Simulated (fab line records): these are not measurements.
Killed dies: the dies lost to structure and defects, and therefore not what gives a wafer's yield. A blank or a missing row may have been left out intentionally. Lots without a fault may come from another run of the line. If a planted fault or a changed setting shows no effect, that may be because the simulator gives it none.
Chamber matching | flow n5 finfet | N5_BEOL_M2_STRIP_66 on rie diel-05: 4 sister chambers
The step strips in CF4. 4 wafers are shown with their chamber, then 10 later ones without.

WAFERS, EACH WITH ITS CHAMBER
wafer  | chamber | showerhead plenum p Torr (Torr)
L085.4 | 1       | 1.82
L086.4 | 3       | 1.84
L088.4 | 2       | 1.91
L090.4 | 0       | 1.70

WAFERS WHOSE CHAMBER IS MISSING
wafer  | showerhead plenum p Torr (Torr)
L090.6 | 1.91
L095.2 | 1.84
L095.3 | 1.90
L095.4 | 1.82
L092.4 | 1.82
L092.5 | 1.84
L092.6 | 1.70
L097.1 | 1.70
L097.2 | 1.90
L097.3 | 1.84

EACH ONE'S CHAMBER
wafer  | from the rows above | in truth
L090.6 | 2                   | 2
L095.2 | 3                   | 3
L095.3 | 2                   | 2
L095.4 | 1                   | 1
L092.4 | 1                   | 1
L092.5 | 3                   | 3
L092.6 | 0                   | 0
L097.1 | 0                   | 0
L097.2 | 2                   | 2
L097.3 | 3                   | 3
Placed correctly: 10 of 10. Can't be placed from these rows: 0. 0 placed wrongly.
How it was worked out, from the rows above alone: a wafer's distance from a chamber is the root of the sum, over the readings, of the square of ((its reading less the chamber's mean) divided by the reading's scatter). If the next closest chamber is less than 2 further off than the closest, the wafer can't be placed; otherwise it belongs to the closest. The mean given for a chamber averages the wafers shown for that chamber. The scatter (one wafer shown for each chamber): square how far every hidden wafer sits from the nearest shown wafer, average those squares and take the square root.
